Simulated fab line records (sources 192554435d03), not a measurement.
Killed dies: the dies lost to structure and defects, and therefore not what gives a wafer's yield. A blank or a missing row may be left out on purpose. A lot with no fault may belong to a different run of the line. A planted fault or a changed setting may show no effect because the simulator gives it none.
Chamber matching || flow n5Finfet || N5_PASSIVATION_DESCUM_32 on rieDiel-03 has 4 sister chambers
The step chemistry O2, time 7.9 s. 14 wafers are shown with their chamber, then 7 later ones without.

EACH WAFER AND ITS CHAMBER
{"wafer": "L766.2", "chamber": 0, "showerheadPlenumPTorr (Torr)": 2.05, "throttleValvePct (%)": 19.92, "oesProductAu (a.u.)": 0.91}
{"wafer": "L766.3", "chamber": 3, "showerheadPlenumPTorr (Torr)": 2.06, "throttleValvePct (%)": 20.43, "oesProductAu (a.u.)": 0.95}
{"wafer": "L766.6", "chamber": 3, "showerheadPlenumPTorr (Torr)": 2.06, "throttleValvePct (%)": 20.39, "oesProductAu (a.u.)": 0.95}
{"wafer": "L767.1", "chamber": 1, "showerheadPlenumPTorr (Torr)": 2.16, "throttleValvePct (%)": 20.44, "oesProductAu (a.u.)": 0.69}
{"wafer": "L767.2", "chamber": 0, "showerheadPlenumPTorr (Torr)": 2.05, "throttleValvePct (%)": 19.92, "oesProductAu (a.u.)": 0.90}
{"wafer": "L767.3", "chamber": 3, "showerheadPlenumPTorr (Torr)": 2.06, "throttleValvePct (%)": 20.43, "oesProductAu (a.u.)": 0.94}
{"wafer": "L768.1", "chamber": 2, "showerheadPlenumPTorr (Torr)": 1.98, "throttleValvePct (%)": 20.40, "oesProductAu (a.u.)": 0.69}
{"wafer": "L768.3", "chamber": 1, "showerheadPlenumPTorr (Torr)": 2.16, "throttleValvePct (%)": 20.44, "oesProductAu (a.u.)": 0.69}
{"wafer": "L768.4", "chamber": 0, "showerheadPlenumPTorr (Torr)": 2.05, "throttleValvePct (%)": 19.93, "oesProductAu (a.u.)": 0.91}
{"wafer": "L771.2", "chamber": 3, "showerheadPlenumPTorr (Torr)": 2.06, "throttleValvePct (%)": 20.42, "oesProductAu (a.u.)": 0.92}
{"wafer": "L771.4", "chamber": 1, "showerheadPlenumPTorr (Torr)": 2.15, "throttleValvePct (%)": 20.46, "oesProductAu (a.u.)": 0.69}
{"wafer": "L771.5", "chamber": 1, "showerheadPlenumPTorr (Torr)": 2.15, "throttleValvePct (%)": 20.45, "oesProductAu (a.u.)": 0.68}
{"wafer": "L778.1", "chamber": 1, "showerheadPlenumPTorr (Torr)": 2.15, "throttleValvePct (%)": 20.12, "oesProductAu (a.u.)": 0.97}
{"wafer": "L778.3", "chamber": 3, "showerheadPlenumPTorr (Torr)": 2.06, "throttleValvePct (%)": 20.43, "oesProductAu (a.u.)": 0.89}

SIGNATURES (means of the wafers above)
{"reading": "showerheadPlenumPTorr", "chamber 0": 2.0500, "chamber 1": 2.1540, "chamber 2": 1.9800, "chamber 3": 2.0600, "scatter within a chamber": 0.00346}
{"reading": "throttleValvePct", "chamber 0": 19.9233, "chamber 1": 20.3820, "chamber 2": 20.4000, "chamber 3": 20.4200, "scatter within a chamber": 0.0935}
{"reading": "oesProductAu", "chamber 0": 0.9067, "chamber 1": 0.7440, "chamber 2": 0.6900, "chamber 3": 0.9300, "scatter within a chamber": 0.0816}
Rule: for each reading, subtract the chamber's mean from the wafer's reading, divide by that reading's scatter and square the result; add these up over the readings and take the root, which gives the wafer's distance from the chamber. The wafer belongs to the nearest chamber; if the next one is less than 2 further off, it can't be placed. How the scatter is found: for the shown wafers, subtract from each reading the mean of its chamber, square and add these, divide the total by (wafers less chambers), then take the root.

WAFERS WHOSE CHAMBER IS MISSING
{"wafer": "L778.5", "showerheadPlenumPTorr (Torr)": 2.06, "throttleValvePct (%)": 20.45, "oesProductAu (a.u.)": 0.88}
{"wafer": "L780.1", "showerheadPlenumPTorr (Torr)": 2.15, "throttleValvePct (%)": 20.13, "oesProductAu (a.u.)": 0.94}
{"wafer": "L780.2", "showerheadPlenumPTorr (Torr)": 2.05, "throttleValvePct (%)": 20.45, "oesProductAu (a.u.)": 0.88}
{"wafer": "L780.4", "showerheadPlenumPTorr (Torr)": 2.15, "throttleValvePct (%)": 20.13, "oesProductAu (a.u.)": 0.93}
{"wafer": "L784.4", "showerheadPlenumPTorr (Torr)": 2.03, "throttleValvePct (%)": 19.99, "oesProductAu (a.u.)": 0.83}
{"wafer": "L784.5", "showerheadPlenumPTorr (Torr)": 2.15, "throttleValvePct (%)": 20.14, "oesProductAu (a.u.)": 0.90}
{"wafer": "L784.6", "showerheadPlenumPTorr (Torr)": 2.23, "throttleValvePct (%)": 20.06, "oesProductAu (a.u.)": 0.97}

CHAMBER TAKEN BY EACH
{"wafer": "L778.5", "from the rows above": 3, "in truth": 3}
{"wafer": "L780.1", "from the rows above": 1, "in truth": 1}
{"wafer": "L780.2", "from the rows above": 3, "in truth": 3}
{"wafer": "L780.4", "from the rows above": 1, "in truth": 1}
{"wafer": "L784.4", "from the rows above": 0, "in truth": 0}
{"wafer": "L784.5", "from the rows above": 1, "in truth": 1}
{"wafer": "L784.6", "from the rows above": 1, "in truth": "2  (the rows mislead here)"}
Placed correctly: 6 of 7. Can't be placed from these rows: 0. Wrongly placed: 1.
